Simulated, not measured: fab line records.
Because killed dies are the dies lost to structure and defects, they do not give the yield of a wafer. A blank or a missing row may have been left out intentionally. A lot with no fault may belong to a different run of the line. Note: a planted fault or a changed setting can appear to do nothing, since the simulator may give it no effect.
The tool behind it: which one? ; flow nandHarc ; 13 lots with 37 wafers sampled at 5 steps, on a route of 1159 steps

## WHAT THE GAUGES SHOWED, per wafer
NHARC_END_SORT_01.
lot;measured;on;killedAtArray;killedAtOther;killedAtPeriphery;killedDies;killedOpen;killedShort
L153;day 24 03:32;prober-01;672;1;4;677;6;1

## TOOL THAT RAN EACH LOT (tool first, then ch and the chambers of the sampled wafers, then the start)
lot;NHARC_A_STAIRCASE_DEP_259;NHARC_A_BONDPAD_ANNEAL_28;NHARC_A_BONDPAD_CMP_19;NHARC_THIN_TSV_DEP_43
L134;pecvd-03 ch 1,2, day 11 19:41;rtpAnneal-01 ch 0, day 18 07:29;cmp-04 ch 1,2,3, day 18 07:51;pecvd-01 ch 0,2, day 19 00:56
L136;pecvd-04 ch 0,1,2, day 12 04:13;rtpAnneal-01 ch 0, day 18 06:05;cmp-04 ch 0,2,3, day 18 06:31;pecvd-03 ch 1,2, day 18 21:26
L137;pecvd-03 ch 0,1,2, day 12 07:14;rtpAnneal-02 ch 0, day 18 11:29;cmp-02 ch 1,2, day 18 12:08;pecvd-03 ch 0,1, day 18 23:45
L135;pecvd-03 ch 0,2, day 12 11:29;rtpAnneal-02 ch 0, day 18 14:07;cmp-04 ch 0,2,3, day 18 14:43;pecvd-04 ch 0,1, day 19 05:16
L138;pecvd-04 ch 0,1,2, day 12 11:52;rtpAnneal-02 ch 0, day 18 08:24;cmp-02 ch 0,1,3, day 18 09:02;pecvd-04 ch 0,1,2, day 18 22:46
L139;pecvd-04 ch 0,1, day 13 11:14;rtpAnneal-01 ch 0, day 19 12:20;cmp-02 ch 0,2,3, day 19 12:43;pecvd-03 ch 1,2, day 20 00:51
L143;pecvd-03 ch 0,1,2, day 14 05:54;rtpAnneal-02 ch 0, day 20 21:13;cmp-04 ch 0,1,3, day 20 21:37;pecvd-04 ch 1,2, day 21 11:28
L145;pecvd-03 ch 0,1, day 14 12:52;rtpAnneal-01 ch 0, day 20 17:52;cmp-04 ch 0,3, day 20 18:12;pecvd-04 ch 0,1, day 21 10:16
L144;pecvd-04 ch 0,1,2, day 14 16:31;rtpAnneal-02 ch 0, day 20 21:54;cmp-01 ch 1,2,3, day 20 22:15;pecvd-04 ch 0,1, day 21 12:38
L146;pecvd-03 ch 0,1,2, day 15 06:53;rtpAnneal-01 ch 0, day 21 23:53;cmp-04 ch 1,2,3, day 22 00:16;pecvd-03 ch 1,2, day 22 15:45
L154;pecvd-02 ch 0,1,2, day 16 06:07;rtpAnneal-01 ch 0, day 22 16:10;cmp-01 ch 0,3, day 22 16:33;pecvd-03 ch 0,1,2, day 23 08:20
L153;pecvd-03 ch 1, day 16 10:37;-;-;-
L155;pecvd-02 ch 0,1,2, day 16 23:41;rtpAnneal-01 ch 0, day 23 18:14;cmp-01 ch 1,3, day 23 18:30;pecvd-03 ch 0,2, day 24 09:21
- NHARC_A_STAIRCASE_DEP_259: deposits SiON, target thk 30 nm.
- NHARC_A_BONDPAD_ANNEAL_28: time 90 s.
- NHARC_A_BONDPAD_CMP_19: polishes, t overpolish 30 s, cu recess touch 16 s, target thk 169.8 nm.
- NHARC_THIN_TSV_DEP_43: deposits SiO2, target thk 1328.5 nm.

## AS READ BY THE TOOLS THEMSELVES (means over the sampled wafers that have a number; for cases with no such wafer, the mark the record gives instead)
NHARC_A_STAIRCASE_DEP_259.
lot;tool;heaterPowerOuterW (W);heaterPowerW (W)
L134;pecvd-03;533;839
L136;pecvd-04;411;691
L137;pecvd-03;496;801
L135;pecvd-03;505;791
L138;pecvd-04;430;707
L139;pecvd-04;412;687
L143;pecvd-03;475;773
L145;pecvd-03;402;693
L144;pecvd-04;437;722
L146;pecvd-03;489;791
L154;pecvd-02;463;752
L153;pecvd-03;485;786
L155;pecvd-02;475;796

NHARC_A_BONDPAD_ANNEAL_28.
lot;tool;annealTempC (C);wafer_temp_C_max
L134;rtpAnneal-01;225.15;226.7
L136;rtpAnneal-01;224.70;226.4
L137;rtpAnneal-02;224.91;227.0
L135;rtpAnneal-02;225.11;226.9
L138;rtpAnneal-02;225.14;227.1
L139;rtpAnneal-01;224.99;226.4
L143;rtpAnneal-02;224.95;226.9
L145;rtpAnneal-01;225.05;226.7
L144;rtpAnneal-02;225.02;226.7
L146;rtpAnneal-01;224.92;226.4
L154;rtpAnneal-01;225.09;226.4
L155;rtpAnneal-01;224.80;226.5

NHARC_A_BONDPAD_CMP_19.
lot;tool;motorCurrentA (A);overpolishRunS (s);retainingRingPressureFrac
L134;cmp-04;11.2;30.005;1.003
L136;cmp-04;10.7;29.996;1.003
L137;cmp-02;12.8;30.002;0.995
L135;cmp-04;10.9;29.990;1.001
L138;cmp-02;11.7;30.001;1.004
L139;cmp-02;12.0;29.993;1.000
L143;cmp-04;10.7;30.010;1.002
L145;cmp-04;10.4;30.000;0.993
L144;cmp-01;13.8;29.993;1.007
L146;cmp-04;11.0;30.004;1.000
L154;cmp-01;13.0;29.997;1.005
L155;cmp-01;13.1;30.003;0.996

NHARC_THIN_TSV_DEP_43.
lot;tool;throttleValvePct (%)
L134;pecvd-01;16.5
L136;pecvd-03;16.6
L137;pecvd-03;16.5
L135;pecvd-04;15.7
L138;pecvd-04;15.4
L139;pecvd-03;16.8
L143;pecvd-04;15.4
L145;pecvd-04;15.7
L144;pecvd-04;15.8
L146;pecvd-03;16.4
L154;pecvd-03;16.2
L155;pecvd-03;16.6

## THE ANSWER, worked out from the rows above alone
Rule: what is usual is taken from the lots themselves. Put in order of their means at a reading, lots are off if they are a third of the lots or fewer, leave a main group of 4 or more, and stand apart from it by a gap of 3 or more times the standard deviation of the main group's means; of several such gaps the widest counts. Not used: any main group whose means are identical at the precision the tables above print for the reading. A lot without any number at a reading at which 4 lots or more have one is off too. Any other lot the step has rows for is counted as sound. Order of review: gauges by route order, followed by the tools' own readings, for which a lot's mean as printed above is used. The first step at which some lot is off is used, and at that step the reading that is off furthest; a lot without a number counts as furthest.
Across all readings shown, no lot is off: no conclusion can be drawn from this.

## WHAT HAD BEEN PUT IN BY THE SIMULATOR
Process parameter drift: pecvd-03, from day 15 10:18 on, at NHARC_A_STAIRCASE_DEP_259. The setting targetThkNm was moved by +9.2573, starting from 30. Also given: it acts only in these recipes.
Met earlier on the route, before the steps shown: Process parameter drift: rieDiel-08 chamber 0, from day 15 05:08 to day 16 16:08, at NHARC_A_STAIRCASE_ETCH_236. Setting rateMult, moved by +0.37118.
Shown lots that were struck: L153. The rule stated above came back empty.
